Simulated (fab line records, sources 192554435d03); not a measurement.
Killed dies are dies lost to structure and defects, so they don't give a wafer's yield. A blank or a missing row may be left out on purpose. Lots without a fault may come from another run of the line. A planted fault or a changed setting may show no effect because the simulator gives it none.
Chamber matching | flow n5_finfet | N5_BEOL_M8_CURE_75 on uv_cure-01: 3 sister chambers
The step cures SiCOH lowk, time 120 s. 27 wafers are shown with their chamber, then 12 later ones without.

WAFERS WITH THEIR CHAMBER
wafer  | chamber | wafer_temp_C_max | lamp_power_pct (%)
L074.1 | 0       | 373.4            | 52.24
L074.3 | 0       | 374.2            | 52.31
L074.5 | 0       | 374.1            | 52.30
L076.3 | 1       | 371.2            | 52.41
L076.4 | 1       | 371.9            | 52.28
L076.6 | 1       | 371.5            | 52.32
L078.1 | 2       | 373.0            | 52.30
L078.3 | 2       | 372.4            | 52.27
L078.5 | 2       | 372.1            | 52.32
L079.1 | 0       | 373.4            | 52.34
L079.2 | 0       | 373.5            | 52.30
L079.6 | 0       | 373.1            | 52.29
L080.2 | 2       | 373.2            | 52.27
L080.3 | 2       | 371.8            | 52.27
L080.4 | 2       | 372.5            | 52.24
L082.2 | 0       | 373.4            | 52.29
L082.3 | 0       | 373.9            | 52.24
L082.4 | 0       | 373.6            | 52.41
L088.2 | 0       | 373.0            | 52.39
L088.3 | 0       | 373.3            | 52.22
L088.5 | 0       | 374.6            | 52.25
L095.2 | 2       | 371.7            | 52.25
L095.5 | 2       | 372.8            | 52.36
L095.6 | 2       | 371.9            | 52.29
L090.1 | 2       | 372.9            | 52.26
L090.3 | 2       | 372.2            | 52.29
L090.6 | 2       | 373.1            | 52.38

SIGNATURES (means of the wafers above)
reading          | chamber 0 | chamber 1 | chamber 2 | scatter within a chamber
wafer_temp_C_max | 373.625   | 371.533   | 372.467   | 0.494
lamp_power_pct   | 52.2983   | 52.3367   | 52.2917   | 0.0529
Rule: a wafer's distance from a chamber is the root of the sum, over the readings, of the square of ((its reading less the chamber's mean) divided by the reading's scatter). The wafer belongs to the nearest chamber; if the next one is less than 2 further off, it can't be placed. The scatter: the root of (the sum of the squares of (reading less its chamber's mean) over the shown wafers, divided by (wafers less chambers)).

WAFERS WITHOUT THEIR CHAMBER
wafer  | wafer_temp_C_max | lamp_power_pct (%)
L091.1 | 373.2            | 52.22
L091.2 | 372.2            | 52.41
L091.3 | 373.1            | 52.29
L096.1 | 371.1            | 52.40
L096.4 | 372.1            | 52.24
L096.5 | 371.8            | 52.29
L086.3 | 373.5            | 52.40
L086.4 | 373.5            | 52.26
L086.5 | 373.3            | 52.28
L097.1 | 371.7            | 52.28
L097.3 | 371.5            | 52.23
L097.6 | 371.5            | 52.36

WHICH CHAMBER EACH WENT THROUGH
wafer  | from the rows above          | in truth
L091.1 | can't be placed: 0 or 2      | 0
L091.2 | can't be placed: 1 or 2 or 0 | 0
L091.3 | can't be placed: 0 or 2      | 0
L096.1 | can't be placed: 1 or 2      | 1
L096.4 | can't be placed: 2 or 1      | 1
L096.5 | can't be placed: 1 or 2      | 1
L086.3 | can't be placed: 0 or 2      | 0
L086.4 | can't be placed: 0 or 2      | 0
L086.5 | can't be placed: 0 or 2      | 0
L097.1 | can't be placed: 1 or 2      | 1
L097.3 | can't be placed: 1 or 2      | 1
L097.6 | can't be placed: 1 or 2      | 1
Placed correctly: 0 of 12. Can't be placed from these rows: 12 (the true chamber is among the candidates in 12). Placed wrongly: 0.
